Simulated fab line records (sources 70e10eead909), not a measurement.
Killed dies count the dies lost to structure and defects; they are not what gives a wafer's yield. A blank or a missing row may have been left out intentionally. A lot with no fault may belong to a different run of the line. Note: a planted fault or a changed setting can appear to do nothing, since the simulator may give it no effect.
8D (eight disciplines) problem report, filled in by code	flow nand-harc	the parts of the form that need people (team, actions taken, sign-off) are left out

## 1. WHAT IS WRONG
Wafers without a fault read 6, standard deviation 3.1; raw-defect-count at NHARC_P_GATE_INSPECT_28 reads a mean of 316 on 6 wafers belonging to 2 lots. That is +99 or more standard deviations from the usual mean.
The first sign was on wafer L432.3 at day 5 23:05, on defect-inspect-02. The record has a number at this step for 39 wafers belonging to 13 lots. Rule for "out" (also "out of limits"): further than 4 standard deviations from the usual mean. The other wafers with a number count as sound.

## 2. WHAT IT IS, WHAT IT ISN'T
question	is	is not
which readings at this step	raw-defect-count	-
which lots	L431, L432	L427, L428, L430, L441, L442, L443, L444, L445, L446, L447, L449
which wafers of those lots	all that have a number	-
read on which gauges	defect-inspect-02	defect-inspect-01
when	from day 5 23:05	up to then (9 sound wafers); but 24 sound wafers of L441, L442, L443, L444, L445, L446, L447, L449 came after

## 3. SUSPECTS, AND WHAT RULES EACH OUT
Counting: a tool at a process step up to the reading stays a suspect if it ran every lot that is out and no sound lot after the first of them.
- the gauge at NHARC_P_GATE_INSPECT_28: ruled out. All the wafers that are out were read on defect-inspect-02, but those of them that NHARC_END_SORT_01 has rows for are out there too, on other tools.
- furnace-03 at NHARC_P_GATE_OXIDE_02 (material SiO2, target thk 37.5 nm, ox time 365 s): ruled out as a lasting fault. Sound lots L444, L445, L449 ran on it after its first lot that is out, L431 (day 5 03:07).
Left after counting: nothing in the record.

## 4. THE CAUSE (what the simulator had put in)
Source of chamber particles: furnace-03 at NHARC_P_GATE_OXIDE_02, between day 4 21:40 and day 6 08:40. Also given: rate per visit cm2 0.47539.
Counting ruled it out, wrongly: the rule takes a fault to strike every lot that its tool runs from its start on, and this one did not.

## 5. THE EFFECT CHAIN, in route order
Each row: a reading where the mean over the struck wafers with a number is more than 3 standard deviations away from the usual. Scope: only readings with a usual standard deviation given in the record; hours: median across lots of the time from each lot's start at the first step in this table that gives one to its start at this step; sigmas: change in usual standard deviations.
hours	step	reading	usual	on struck wafers	change	sigmas
0	NHARC_P_GATE_INSPECT_28	raw-defect-count	6	316	+310	+99 or more
19	NHARC_P_GATE_INSPECT_68	raw-defect-count	199	504	+304	+4.1
362	NHARC_END_SORT_01	killed-at-periphery	3.1	241.0	+237.9	+99 or more
362	NHARC_END_SORT_01	killed-dies	30	262	+232	+21
Later steps that measure or inspect, where all struck wafers having a row at the step show a number for every such reading and not one has moved that far: NHARC_P_M1_CD_MEAS_16.

## 6. WHAT WOULD HAVE CAUGHT IT SOONER
The first out-of-limits reading at a measuring or inspecting step in this record came at day 5 23:05, 25 hours after the fault's start at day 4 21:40.
Of the tool readings at NHARC_P_GATE_OXIDE_02 for which the record gives a usual standard deviation, none was out on any struck wafer, so an alarm limit of 4 standard deviations on them would not have fired.
